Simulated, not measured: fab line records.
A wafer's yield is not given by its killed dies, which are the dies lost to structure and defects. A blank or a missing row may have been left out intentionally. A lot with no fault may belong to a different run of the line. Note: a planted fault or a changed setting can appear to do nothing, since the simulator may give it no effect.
fab line records	flow nand-harc	part 1 of 2: steps 1 to 3 of 6
record: lots: 24	wafers: 72	last-day: 33
route steps=1302 shown P_STI@87 P_GATE@122 A_ZERO_WELL@411 A_SOURCE_PLATE@416
lots untouched by any fault: they come from a run of this same line in which no faults occurred
start-h: the number of hours between the record's first day and the start of the first shown wafer of the lot	wait-h: hours elapsed since this lot's preceding step	" identical to the entry in the row above	L1.1+2: a row that stands for several wafers	- value missing, or start not given	* or withheld: withheld	< > ~ a bound
route shown NAME@n: a module of which the file shows steps, and the number in the route of the first	usual: mean/standard deviation of fault-free wafers	same: alike in all rows	chamber/n: place in a boat	sites: readings site by site	_std_site: the values' standard deviation	_edge_site: outer sites' mean less inner sites'	radius-mm: for every site, how far away it sits from the centre of the wafer	mask NAME#n: copy n	behind: tool/chamber where the wafer was last shaped	hold: why the lot was held/for how many hours/how that ended	device: whichever transistor did not switch (one of n, p or np)	end of line: at the end of the route, the tests of the same wafers	for a step that has no rows: nothing shown but its recipe	killed: dies lost to structure and defects at the first sort, not the wafer's yield	map: shows each die of a wafer: x if killed, . if not, _ if none is there
set.NAME: the run value of the setting; set.NAME@STEP: its run value at that earlier step	model.NAME: the simulator's own value behind a step, which no gauge read
steps of the route over a sample of lots; a table a step, a row a wafer
services: from which hour (start-h, from the record's first day; less than 0 if before it) a tool's chamber was out of use, for how many hours, and why
== steps ==
step: NHARC_P_STI_DESCUM_14
recipe: time-s: 3	o2-flow-sccm: 200	ar-flow-sccm: 0	bias-power-w: 0	chemistry: O2
usual: drypump-motor-current-A: 5.6/0.46	oes-product-au: 1.003/0.012	rf-vpp-V: 57.8/0.87	showerhead-plenum-p-Torr: 1.91/0.082	throttle-valve-pct: 11.311/0.0089
lot.wafer	tool	chamber	start-h	wait-h	drypump-motor-current-A	oes-product-au	rf-hours-counter-h	rf-vpp-V	showerhead-plenum-p-Torr	throttle-valve-pct
L074.1	rie-diel-10	2	50.23	-	5.2	0.996	9.8	59.5	2.07	11.305
L074.6	"	3	"	"	6.4	0.988	-	55.9	1.85	11.301
L074.5	"	0	"	"	5.2	1.004	-	57.6	1.89	11.308
L075.1	rie-diel-09	3	57.19	-	5.6	1.031	4.5	57.7	1.98	11.318
L075.5	"	0	"	"	5.0	1.006	-	55.7	1.82	11.306
L075.4	"	2	"	"	6.2	1.002	-	57.8	1.78	11.305
L076.3	rie-diel-04	3	64.04	-	5.8	1.020	5.1	58.5	1.82	11.318
L076.4	"	1	"	"	5.4	1.009	4.6	57.4	1.97	11.310
L076.6	"	0	"	"	5.5	0.984	-	59.7	1.92	11.311
L077.4	rie-diel-09	2	72.42	-	6.3	0.995	4.9	57.0	1.78	11.318
L077.6	"	0	"	"	5.0	0.995	-	57.4	1.82	11.317
L077.5	"	1	"	"	5.8	1.003	-	59.3	1.99	11.308
L078.1	rie-diel-09	3	83.20	-	5.6	1.022	5.5	57.6	1.98	11.293
L078.3	"	0	"	"	5.0	1.000	5.2	57.4	1.82	11.306
L078.6	"	0	"	"	5.0	0.993	-	57.0	1.82	11.310
L079.3	rie-diel-09	0	95.96	-	5.0	1.004	5.8	57.1	1.82	11.324
L079.4	"	1	"	"	5.8	1.017	4.0	57.6	1.99	11.318
L079.5	"	0	"	"	5.0	0.995	-	58.9	1.82	11.310
L080.3	rie-diel-10	1	106.74	-	5.9	0.993	2.1	57.0	1.88	11.314
L080.4	"	2	"	"	5.2	1.005	1.9	58.4	2.07	11.315
L080.5	"	1	"	"	5.9	0.996	-	58.4	1.88	11.309
L081.1	rie-diel-04	1	113.66	-	5.4	1.014	7.4	57.5	1.97	11.311
L081.4	"	2	"	"	5.1	0.989	6.7	57.3	1.96	11.310
L081.6	"	1	"	"	5.4	1.021	-	59.3	1.97	11.298
L082.1	rie-diel-09	0	123.26	-	5.0	0.989	6.4	57.2	1.82	11.331
L082.3	"	1	"	"	5.8	1.024	4.7	57.5	1.99	11.310
L082.5	"	1	"	"	5.8	1.018	-	58.5	1.99	11.319
L083.1	rie-diel-10	1	138.43	-	5.9	1.015	2.8	58.4	1.88	11.306
L083.2	"	2	"	"	5.2	1.016	3.1	57.6	2.07	11.307
L083.6	"	3	"	"	6.4	0.992	-	58.2	1.85	11.311
L084.1	rie-diel-04	2	147.05	-	5.1	0.986	9.1	57.1	1.96	11.295
L084.5	"	0	"	"	5.5	0.987	-	58.2	1.92	11.318
L084.6	"	1	"	"	5.4	1.022	-	59.2	1.97	11.320
L085.3	rie-diel-10	1	153.60	-	5.9	1.009	4.4	57.2	1.88	11.322
L085.5	"	3	"	"	6.3	1.001	-	58.3	1.85	11.308
L085.6	"	0	"	"	5.1	1.001	-	58.2	1.89	11.314
L086.4	rie-diel-10	3	166.46	-	6.4	1.011	4.7	56.3	1.85	11.303
L086.2	"	0	"	"	5.1	0.995	4.5	58.0	1.89	11.324
L086.6	"	1	"	"	5.9	1.001	-	57.5	1.88	11.315
L087.1	rie-diel-09	3	174.25	-	5.6	1.009	0.8	59.1	1.98	11.308
L087.6	"	1	"	"	5.8	0.997	-	59.4	1.99	11.294
L087.5	"	2	"	"	6.2	0.982	-	56.3	1.78	11.308
L088.3	rie-diel-10	0	186.26	-	5.1	0.987	5.2	57.8	1.89	11.307
L088.1	"	1	"	"	5.9	1.009	5.7	59.3	1.88	11.312
L088.6	"	3	"	"	6.3	1.006	-	57.4	1.85	11.313
L089.2	rie-diel-10	0	195.10	-	5.1	1.003	5.5	57.8	1.89	11.307
L089.3	"	1	"	"	5.9	1.001	5.9	56.8	1.88	11.306
L089.5	"	0	"	"	5.1	1.004	-	56.7	1.89	11.311
L090.2	rie-diel-10	0	206.11	-	5.1	0.995	6.4	58.3	1.89	11.321
L090.3	"	1	"	"	5.9	1.015	6.8	58.1	1.88	11.314
L090.4	"	3	"	"	6.4	0.998	6.8	57.2	1.85	11.296
L091.2	rie-diel-04	2	213.38	-	5.1	0.978	2.4	57.4	1.96	11.304
L091.6	"	0	"	"	5.5	1.001	-	57.4	1.92	11.319
L091.5	"	1	"	"	5.4	1.010	-	57.2	1.97	11.292
L092.1	rie-diel-09	2	223.85	-	6.2	0.999	3.0	58.0	1.78	11.299
L092.2	"	3	"	"	5.6	0.982	3.1	57.7	1.97	11.296
L092.5	"	2	"	"	6.2	0.992	-	57.1	1.78	11.317
L093.2	rie-diel-09	3	235.22	-	5.6	0.996	3.9	57.6	1.97	11.323
L093.4	"	0	"	"	5.0	0.995	3.7	57.5	1.82	11.305
L093.5	"	0	"	"	5.0	0.996	-	57.5	1.82	11.304
L094.3	rie-diel-04	3	244.41	-	5.8	1.028	4.6	58.9	1.82	11.321
L094.4	"	0	"	"	5.5	1.005	4.9	56.8	1.92	11.324
L094.6	"	2	"	"	5.1	0.982	-	57.3	1.96	11.326
L095.3	rie-diel-10	0	255.68	-	5.1	1.007	0.1	57.6	1.89	11.306
L095.6	"	0	"	"	5.2	1.011	-	58.3	1.89	11.307
L095.5	"	1	"	"	5.9	0.992	-	57.3	1.88	11.313
L096.1	rie-diel-10	3	266.45	-	6.4	0.987	0.9	57.0	1.85	11.309
L096.2	"	0	"	"	5.2	1.028	0.9	57.6	1.89	11.301
L096.5	"	1	"	"	5.9	0.989	-	57.6	1.88	11.309
L097.3	rie-diel-10	2	273.92	-	5.2	1.002	1.0	59.0	2.06	11.318
L097.4	"	1	"	"	5.9	0.993	1.5	57.4	1.88	11.324
L097.5	"	3	"	"	6.4	1.007	-	57.0	1.85	11.317
step: NHARC_P_STI_ETCH_42
recipe: target-depth-a: 800	overetch-a: 240	time-s: 61	ion-energy-ev: 200	n2-flow-sccm: 150	h2-flow-sccm: 150	ar-flow-sccm: 0	rf-w: 400	bias-w: 150	chemistry: N2/H2
usual: drypump-motor-current-A: 5.6/0.47	oes-product-au: 1.002/0.012	rf-vpp-V: 430.3/2.6	showerhead-plenum-p-Torr: 2.03/0.092	throttle-valve-pct: 14.171/0.009
lot.wafer	tool	chamber	start-h	wait-h	drypump-motor-current-A	oes-product-au	rf-hours-counter-h	rf-vpp-V	showerhead-plenum-p-Torr	throttle-valve-pct
L074.1	rie-diel-10	2	50.32	0.1	5.2	1.021	9.8	434.1	2.21	14.167
L074.5	"	0	"	"	5.2	1.005	-	431.1	2.02	14.173
L074.6	"	2	"	"	5.2	1.021	-	433.1	2.21	14.173
L075.1	rie-diel-09	3	57.30	0.1	5.6	1.013	4.5	434.4	2.11	14.159
L075.4	"	2	"	"	6.3	0.983	-	428.2	1.90	14.168
L075.5	"	3	"	"	5.6	1.025	-	432.3	2.11	14.174
L076.4	rie-diel-04	1	64.13	0.1	5.4	1.005	4.6	432.4	2.11	14.171
L076.3	"	0	"	"	5.5	0.978	3.9	430.3	2.05	14.161
L076.6	"	1	"	"	5.4	1.014	-	432.2	2.11	14.170
L077.4	rie-diel-09	0	72.49	0.1	5.0	0.993	4.6	427.4	1.94	14.179
L077.6	"	0	"	"	5.0	0.984	-	428.3	1.94	14.184
L077.5	"	1	"	"	5.8	1.009	-	433.1	2.12	14.178
L078.1	rie-diel-09	3	83.29	0.1	5.6	1.023	5.5	432.3	2.11	14.187
L078.3	"	2	"	"	6.2	0.992	5.4	427.6	1.90	14.174
L078.6	"	3	"	"	5.6	1.021	-	432.1	2.11	14.172
L079.4	rie-diel-09	1	96.05	0.1	5.8	1.005	4.0	433.2	2.12	14.184
L079.3	"	3	"	"	5.6	1.013	6.2	433.3	2.11	14.152
L079.5	"	0	"	"	5.0	0.986	-	426.8	1.93	14.163
L080.3	rie-diel-10	0	106.83	0.1	5.1	0.990	1.8	430.6	2.02	14.157
L080.4	"	3	"	"	6.4	0.997	1.4	428.9	1.97	14.178
L080.5	"	1	"	"	5.9	1.000	-	428.9	2.01	14.175
L081.1	rie-diel-04	0	113.76	0.1	5.5	0.996	7.0	430.9	2.05	14.162
L081.4	"	1	"	"	5.4	1.013	7.4	432.3	2.11	14.176
L081.6	"	2	"	"	5.1	1.003	-	432.9	2.09	14.169
L082.3	rie-diel-09	1	123.34	0.1	5.8	1.021	4.7	432.4	2.12	14.167
L082.1	"	2	"	"	6.3	0.995	6.7	425.2	1.90	14.173
L082.5	"	1	"	"	5.8	1.009	-	432.2	2.12	14.176
L083.1	rie-diel-10	2	138.50	0.1	5.2	1.005	3.1	435.1	2.21	14.172
L083.2	"	1	"	"	5.9	1.009	2.8	430.0	2.01	14.179
L083.6	"	3	"	"	6.4	0.992	-	428.1	1.97	14.176
L084.1	rie-diel-04	1	147.13	0.1	5.4	1.014	9.8	431.5	2.10	14.175
L084.5	"	3	"	"	5.8	1.011	-	428.0	1.94	14.160
L084.6	"	0	"	"	5.5	0.988	-	429.6	2.05	14.173
L085.3	rie-diel-10	3	153.68	0.1	6.3	1.000	4.1	426.2	1.97	14.165
L085.5	"	2	"	"	5.1	1.003	-	435.4	2.21	14.177
L085.6	"	3	"	"	6.4	0.989	-	428.2	1.97	14.160
L086.4	rie-diel-10	0	166.54	0.1	5.1	0.988	4.5	429.2	2.01	14.164
L086.2	"	1	"	"	5.9	1.009	5.2	427.9	2.01	14.174
L086.6	"	2	"	"	5.2	1.007	-	434.9	2.21	14.193
L087.1	rie-diel-09	1	174.33	0.1	5.8	0.998	0.9	431.2	2.12	14.171
L087.5	"	2	"	"	6.3	0.995	-	427.6	1.90	14.178
L087.6	"	3	"	"	5.6	1.021	-	430.5	2.11	14.169
L088.1	rie-diel-10	3	186.33	0.1	6.4	1.004	5.6	428.9	1.97	14.173
L088.3	"	0	"	"	5.1	0.982	5.2	429.5	2.01	14.168
L088.6	"	3	"	"	6.4	1.000	-	428.1	1.97	14.179
L089.3	rie-diel-10	1	195.19	0.1	5.9	1.009	5.9	430.1	2.01	14.169
L089.2	"	2	"	"	5.2	1.007	6.3	435.8	2.21	14.160
L089.5	"	0	"	"	5.2	0.999	-	430.1	2.01	14.170
L090.4	rie-diel-10	3	206.20	0.1	6.4	0.999	6.8	427.9	1.97	14.161
L090.2	"	0	"	"	5.1	0.995	6.4	430.0	2.01	14.174
L090.3	"	1	"	"	5.9	1.003	6.8	428.7	2.01	14.165
L091.2	rie-diel-04	2	213.47	0.1	5.1	0.979	2.4	433.6	2.09	14.168
L091.6	"	3	"	"	5.8	1.027	-	426.9	1.94	14.175
L091.5	"	0	"	"	5.5	1.014	-	431.0	2.05	14.152
L092.2	rie-diel-09	3	223.99	0.1	5.6	0.995	3.1	432.0	2.11	14.188
L092.1	"	2	"	"	6.3	1.021	3.0	426.5	1.90	14.169
L092.5	"	2	"	"	6.2	1.007	-	428.1	1.90	14.161
L093.2	rie-diel-09	3	235.31	0.1	5.6	0.996	3.9	432.1	2.11	14.171
L093.4	"	1	"	"	5.8	0.998	3.0	432.3	2.12	14.182
L093.5	"	2	"	"	6.2	0.999	-	428.7	1.90	14.194
L094.3	rie-diel-04	1	244.49	0.1	5.4	1.018	5.0	432.1	2.10	14.174
L094.4	"	2	"	"	5.1	0.977	4.8	430.6	2.09	14.170
L094.6	"	1	"	"	5.4	1.020	-	431.7	2.10	14.172
L095.3	rie-diel-10	0	255.76	0.1	5.1	1.024	0.1	429.0	2.01	14.175
L095.5	"	0	"	"	5.1	1.006	-	429.4	2.01	14.164
L095.6	"	1	"	"	5.9	0.987	-	428.7	2.01	14.175
L096.1	rie-diel-10	1	266.55	0.1	5.9	0.986	0.9	430.5	2.01	14.177
L096.2	"	0	"	"	5.2	1.028	0.9	429.4	2.01	14.162
L096.5	"	0	"	"	5.1	1.019	-	429.5	2.01	14.189
L097.3	rie-diel-10	1	274.00	0.1	5.9	0.992	1.5	428.8	2.01	14.162
L097.4	"	2	"	"	5.2	1.009	1.0	434.6	2.20	14.171
L097.5	"	2	"	"	5.2	0.988	-	434.4	2.20	14.181
step: NHARC_P_GATE_CD_MEAS_11
recipe: target-cd-nm: 1640	landing-energy-ev: 500
usual: cd-nm: 1640.3/2.3
lot.wafer	tool	chamber	start-h	wait-h	cd-nm
L074.1	cd-sem-03	0	89.19	-	1636.9
L074.5	"	0	"	"	1638.5
L074.6	"	0	"	"	1641.1
L075.1	cd-sem-03	0	92.68	-	1638.8
L075.4	"	0	"	"	1638.5
L075.5	"	0	"	"	1642.8
L076.3	cd-sem-02	0	101.90	-	1641.0
L076.4	"	0	"	"	1642.9
L076.6	"	0	"	"	1637.6
L077.4	cd-sem-03	0	108.31	-	1642.8
L077.5	"	0	"	"	1640.1
L077.6	"	0	"	"	1638.5
L078.1	cd-sem-01	0	120.53	-	1638.2
L078.3	"	0	"	"	1639.4
L078.6	"	0	"	"	1638.8
L079.3	cd-sem-02	0	135.44	-	1638.1
L079.4	"	0	"	"	1640.8
L079.5	"	0	"	"	1636.1
L081.1	cd-sem-02	0	150.23	-	1640.6
L081.4	"	0	"	"	1638.4
L081.6	"	0	"	"	1639.7
L080.3	cd-sem-03	0	150.39	-	1641.3
L080.4	"	0	"	"	1640.5
L080.5	"	0	"	"	1641.9
L082.1	cd-sem-03	0	163.68	-	1637.0
L082.3	"	0	"	"	1641.8
L082.5	"	0	"	"	1640.8
L083.1	cd-sem-03	0	179.09	-	1641.3
L083.2	"	0	"	"	1639.0
L083.6	"	0	"	"	1644.9
L084.1	cd-sem-02	0	184.27	-	1634.3
L084.5	"	0	"	"	1639.4
L084.6	"	0	"	"	1639.3
L085.3	cd-sem-02	0	192.78	-	1642.2
L085.5	"	0	"	"	1642.4
L085.6	"	0	"	"	1640.4
L086.2	cd-sem-01	0	205.46	-	1638.7
L086.4	"	0	"	"	1635.7
L086.6	"	0	"	"	1642.4
L087.1	cd-sem-03	0	210.00	-	1639.7
L087.5	"	0	"	"	1637.9
L087.6	"	0	"	"	1640.5
L089.2	cd-sem-01	0	227.42	-	1638.3
L089.3	"	0	"	"	1637.1
L089.5	"	0	"	"	1642.9
L088.1	cd-sem-03	0	227.58	-	1638.7
L088.3	"	0	"	"	1643.0
L088.6	"	0	"	"	1639.2
L090.2	cd-sem-03	0	241.00	-	1643.2
L090.3	"	0	"	"	1642.1
L090.4	"	0	"	"	1644.9
L091.2	cd-sem-03	0	248.79	-	1639.7
L091.5	"	0	"	"	1641.7
L091.6	"	0	"	"	1638.5
L092.1	cd-sem-03	0	260.84	-	1640.7
L092.2	"	0	"	"	1634.5
L092.5	"	0	"	"	1638.3
L093.2	cd-sem-02	0	271.68	-	1638.0
L093.4	"	0	"	"	1642.9
L093.5	"	0	"	"	1641.4
L094.3	cd-sem-02	0	279.27	-	1635.8
L094.4	"	0	"	"	1639.6
L094.6	"	0	"	"	1639.1
L095.3	cd-sem-01	0	292.62	-	1640.7
L095.5	"	0	"	"	1643.7
L095.6	"	0	"	"	1641.7
L096.1	cd-sem-01	0	301.95	-	1642.9
L096.2	"	0	"	"	1639.6
L096.5	"	0	"	"	1636.6
L097.3	cd-sem-02	0	308.34	-	1641.0
L097.4	"	0	"	"	1640.6
L097.5	"	0	"	"	1641.3
